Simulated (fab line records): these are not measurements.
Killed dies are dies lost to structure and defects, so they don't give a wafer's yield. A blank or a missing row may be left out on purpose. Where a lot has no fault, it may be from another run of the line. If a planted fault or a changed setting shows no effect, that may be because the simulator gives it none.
Which of the tools did it? -- flow nand-harc -- 11 lots, 33 wafers sampled, at 5 steps of a route of 1302

WHAT THE GAUGES READ, wafer by wafer
NHARC_A_CONTACT_CD_MEAS_69 targets a cd of 300 nm.
lot,measured,on,cd-nm (nm)
L075,day 22 07:29,cd-sem-03,300.8 300.4 301.0
L079,day 23 13:49,cd-sem-03,300.1 300.5 299.3
L078,day 23 15:38,cd-sem-03,299.9 299.3 299.6
L082,day 25 00:59,cd-sem-02,300.2 300.5 300.4
L083,day 25 20:56,cd-sem-02,299.7 300.5 300.2
L085,day 26 12:55,cd-sem-02,298.7 298.6 299.3
L087,day 27 04:03,cd-sem-01,299.4 300.0 299.8
L091,day 28 01:14,cd-sem-03,300.0 299.8 299.2
L093,day 29 09:23,cd-sem-03,299.4 299.8 300.1
L096,day 30 08:44,cd-sem-02,299.3 298.6 300.3
L097,day 31 05:21,cd-sem-03,298.8 298.4 297.8

WHAT TOOL EACH LOT RAN ON (gives the tool, then ch and the chambers of the sampled wafers, and finally the start)
lot,NHARC_A_CONTACT_ETCH_50,NHARC_A_CONTACT_ETCH_90,NHARC_A_CONTACT_ETCH_96,NHARC_A_CONTACT_STRIP_55
L075,"rie-diel-12 ch 1,3, day 22 02:17 or earlier","rie-diel-13 ch 0,1, day 22 02:17","rie-diel-13 ch 0,2, day 22 02:27","rie-diel-13 ch 0,1, day 22 07:29 or earlier"
L079,"rie-diel-12 ch 1,2,3, day 23 08:37 or earlier","rie-diel-12 ch 0,2,3, day 23 08:37","rie-diel-12 ch 0,2,3, day 23 13:49 or earlier","rie-diel-02 ch 1,3, day 23 13:49 or earlier"
L078,"rie-diel-12 ch 0,3, day 23 10:08 or earlier","rie-diel-13 ch 1,2, day 23 10:08","rie-diel-13 ch 0,2,3, day 23 15:38 or earlier","rie-diel-13 ch 1,2,3, day 23 15:38 or earlier"
L082,"rie-diel-13 ch 0,1,2, day 24 19:58 or earlier","rie-diel-13 ch 1,2,3, day 24 19:58","rie-diel-13 ch 0,2,3, day 25 00:59 or earlier","rie-diel-13 ch 0,2,3, day 25 00:59 or earlier"
L083,"rie-diel-13 ch 0,1,2, day 25 15:47 or earlier","rie-diel-02 ch 0,3, day 25 15:47","rie-diel-02 ch 0,1,2, day 25 20:56 or earlier","rie-diel-13 ch 1,2,3, day 25 20:56 or earlier"
L085,"rie-diel-13 ch 0,2,3, day 26 07:39 or earlier","rie-diel-12 ch 0,1,3, day 26 07:39","rie-diel-12 ch 0,1, day 26 12:55 or earlier","rie-diel-13 ch 2,3, day 26 12:55 or earlier"
L087,"rie-diel-02 ch 0,2,3, day 26 22:51 or earlier","rie-diel-12 ch 0,2,3, day 26 22:51","rie-diel-12 ch 0,1,3, day 27 04:03 or earlier","rie-diel-13 ch 0,1,3, day 27 04:03 or earlier"
L091,"rie-diel-13 ch 0,2,3, day 27 18:52 or earlier","rie-diel-13 ch 1,2,3, day 27 18:52","rie-diel-13 ch 0,1,3, day 28 01:14 or earlier","rie-diel-02 ch 2,3, day 28 01:14 or earlier"
L093,"rie-diel-13 ch 1,2,3, day 29 02:57 or earlier","rie-diel-02 ch 0,2, day 29 02:57","rie-diel-02 ch 0,3, day 29 09:23 or earlier","rie-diel-02 ch 0,2,3, day 29 09:23 or earlier"
L096,"rie-diel-13 ch 2,3, day 30 03:42 or earlier","rie-diel-02 ch 1,2,3, day 30 03:42","rie-diel-02 ch 0,1,3, day 30 08:44 or earlier","rie-diel-02 ch 1,2,3, day 30 08:44 or earlier"
L097,"rie-diel-13 ch 0,1,3, day 30 22:43 or earlier","rie-diel-13 ch 2,3, day 30 22:43","rie-diel-13 ch 2,3, day 31 05:21 or earlier","rie-diel-13 ch 0,2, day 31 05:21 or earlier"
- NHARC_A_CONTACT_ETCH_50: etches the open film in CF4/CHF3, target depth 121 nm, time 60.5 s.
- NHARC_A_CONTACT_ETCH_90: etches the open film in CH3F/O2, target depth 40 nm, time 85.7 s.
- NHARC_A_CONTACT_ETCH_96: etches the open film in C4F6/O2, target depth 20 nm, time 10 s.
- NHARC_A_CONTACT_STRIP_55: strips in O2.

THE ANSWER, worked out from the rows above alone
Rule: usual is defined by the lots themselves. Put in order of their means at a reading, lots are off if they are a third of the lots or fewer, leave a main group of 4 or more, and stand apart from it by a gap of 3 or more times the standard deviation of the main group's means; of several such gaps the widest counts. Not used: any main group whose means are identical at the precision the tables above print for the reading. Also off: a lot with no number at a reading for which 4 or more lots have one. Any other lot the step has rows for is counted as sound.
No lot is off on any of the readings shown, so nothing can be concluded from this.

WHAT THE SIMULATOR HAD INSERTED
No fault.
